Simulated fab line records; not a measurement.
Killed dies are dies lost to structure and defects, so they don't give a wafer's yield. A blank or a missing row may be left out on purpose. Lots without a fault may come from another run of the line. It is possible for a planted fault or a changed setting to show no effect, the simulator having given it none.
Matching of chambers :: flow n5_finfet :: N5_BEOL_M0_SAQP_STRIP_86 on rie_diel-02: 4 sister chambers
The step strips in N2/H2. 18 wafers are shown with their chamber, then 9 later ones without.

WAFERS PAIRED WITH THEIR CHAMBERS
wafer: L074.3
chamber: 2
drypump_motor_current_A (A): 5.7
throttle_valve_pct (%): 19.3
showerhead_plenum_p_Torr (Torr): 3.19

wafer: L074.4
chamber: 3
drypump_motor_current_A (A): 5.8
throttle_valve_pct (%): 19.0
showerhead_plenum_p_Torr (Torr): 3.23

wafer: L074.6
chamber: 1
drypump_motor_current_A (A): 5.8
throttle_valve_pct (%): 18.9
showerhead_plenum_p_Torr (Torr): 3.21

wafer: L078.1
chamber: 0
drypump_motor_current_A (A): 6.7
throttle_valve_pct (%): 18.1
showerhead_plenum_p_Torr (Torr): 3.42

wafer: L078.4
chamber: 2
drypump_motor_current_A (A): 5.7
throttle_valve_pct (%): 19.3
showerhead_plenum_p_Torr (Torr): 3.19

wafer: L078.5
chamber: 3
drypump_motor_current_A (A): 5.8
throttle_valve_pct (%): 19.1
showerhead_plenum_p_Torr (Torr): 3.22

wafer: L080.1
chamber: 0
drypump_motor_current_A (A): 6.7
throttle_valve_pct (%): 18.1
showerhead_plenum_p_Torr (Torr): 3.42

wafer: L080.3
chamber: 1
drypump_motor_current_A (A): 5.7
throttle_valve_pct (%): 19.0
showerhead_plenum_p_Torr (Torr): 3.20

wafer: L080.4
chamber: 2
drypump_motor_current_A (A): 5.7
throttle_valve_pct (%): 19.3
showerhead_plenum_p_Torr (Torr): 3.19

wafer: L084.2
chamber: 2
drypump_motor_current_A (A): 5.7
throttle_valve_pct (%): 19.3
showerhead_plenum_p_Torr (Torr): 3.18

wafer: L084.4
chamber: 0
drypump_motor_current_A (A): 6.6
throttle_valve_pct (%): 18.1
showerhead_plenum_p_Torr (Torr): 3.41

wafer: L084.6
chamber: 2
drypump_motor_current_A (A): 5.7
throttle_valve_pct (%): 19.4
showerhead_plenum_p_Torr (Torr): 3.18

wafer: L086.2
chamber: 2
drypump_motor_current_A (A): 5.7
throttle_valve_pct (%): 19.3
showerhead_plenum_p_Torr (Torr): 3.18

wafer: L086.5
chamber: 3
drypump_motor_current_A (A): 5.8
throttle_valve_pct (%): 19.1
showerhead_plenum_p_Torr (Torr): 3.22

wafer: L086.6
chamber: 0
drypump_motor_current_A (A): 6.7
throttle_valve_pct (%): 18.1
showerhead_plenum_p_Torr (Torr): 3.41

wafer: L091.1
chamber: 1
drypump_motor_current_A (A): 5.8
throttle_valve_pct (%): 19.0
showerhead_plenum_p_Torr (Torr): 3.19

wafer: L091.2
chamber: 3
drypump_motor_current_A (A): 5.8
throttle_valve_pct (%): 19.1
showerhead_plenum_p_Torr (Torr): 3.21

wafer: L091.4
chamber: 1
drypump_motor_current_A (A): 5.8
throttle_valve_pct (%): 19.0
showerhead_plenum_p_Torr (Torr): 3.19

SIGNATURES (means of the wafers above)
reading: drypump_motor_current_A
chamber 0: 6.675
chamber 1: 5.775
chamber 2: 5.700
chamber 3: 5.800
scatter within a chamber: 0.0327

reading: throttle_valve_pct
chamber 0: 18.100
chamber 1: 18.975
chamber 2: 19.317
chamber 3: 19.075
scatter within a chamber: 0.0408

reading: showerhead_plenum_p_Torr
chamber 0: 3.4150
chamber 1: 3.1975
chamber 2: 3.1850
chamber 3: 3.2200
scatter within a chamber: 0.0072
Rule: a wafer lies at a distance from a chamber equal to the root of the sum of squares, over the readings, of (its reading less the chamber's mean, divided by the reading's scatter). If the next closest chamber is less than 2 further off than the closest, the wafer can't be placed; otherwise it belongs to the closest. The scatter: take each reading less its chamber's mean, square it, sum over the shown wafers, divide by the number of wafers less the number of chambers, and take the root.

WAFERS WITHOUT THEIR CHAMBER
wafer: L093.1
drypump_motor_current_A (A): 5.8
throttle_valve_pct (%): 19.1
showerhead_plenum_p_Torr (Torr): 3.21

wafer: L093.5
drypump_motor_current_A (A): 5.8
throttle_valve_pct (%): 19.0
showerhead_plenum_p_Torr (Torr): 3.19

wafer: L093.6
drypump_motor_current_A (A): 5.7
throttle_valve_pct (%): 19.0
showerhead_plenum_p_Torr (Torr): 3.58

wafer: L096.4
drypump_motor_current_A (A): 5.7
throttle_valve_pct (%): 19.0
showerhead_plenum_p_Torr (Torr): 3.58

wafer: L096.5
drypump_motor_current_A (A): 5.9
throttle_valve_pct (%): 19.1
showerhead_plenum_p_Torr (Torr): 3.21

wafer: L096.6
drypump_motor_current_A (A): 6.7
throttle_valve_pct (%): 18.2
showerhead_plenum_p_Torr (Torr): 3.40

wafer: L097.2
drypump_motor_current_A (A): 5.7
throttle_valve_pct (%): 19.0
showerhead_plenum_p_Torr (Torr): 3.58

wafer: L097.4
drypump_motor_current_A (A): 5.7
throttle_valve_pct (%): 19.0
showerhead_plenum_p_Torr (Torr): 3.19

wafer: L097.5
drypump_motor_current_A (A): 6.7
throttle_valve_pct (%): 18.1
showerhead_plenum_p_Torr (Torr): 3.40

CHAMBER TAKEN BY EACH
wafer: L093.1
from the rows above: 3
in truth: 3

wafer: L093.5
from the rows above: 1
in truth: 1

wafer: L093.6
from the rows above: 0
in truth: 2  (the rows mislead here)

wafer: L096.4
from the rows above: 0
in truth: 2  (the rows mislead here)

wafer: L096.5
from the rows above: can't be placed: 3 or 1
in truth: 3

wafer: L096.6
from the rows above: 0
in truth: 0

wafer: L097.2
from the rows above: 0
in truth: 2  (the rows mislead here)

wafer: L097.4
from the rows above: 1
in truth: 1

wafer: L097.5
from the rows above: 0
in truth: 0
Placed correctly: 5 of 9. From these rows, 1 cannot be placed; in 1 the true chamber is one of the candidates. Placed wrongly: 3.
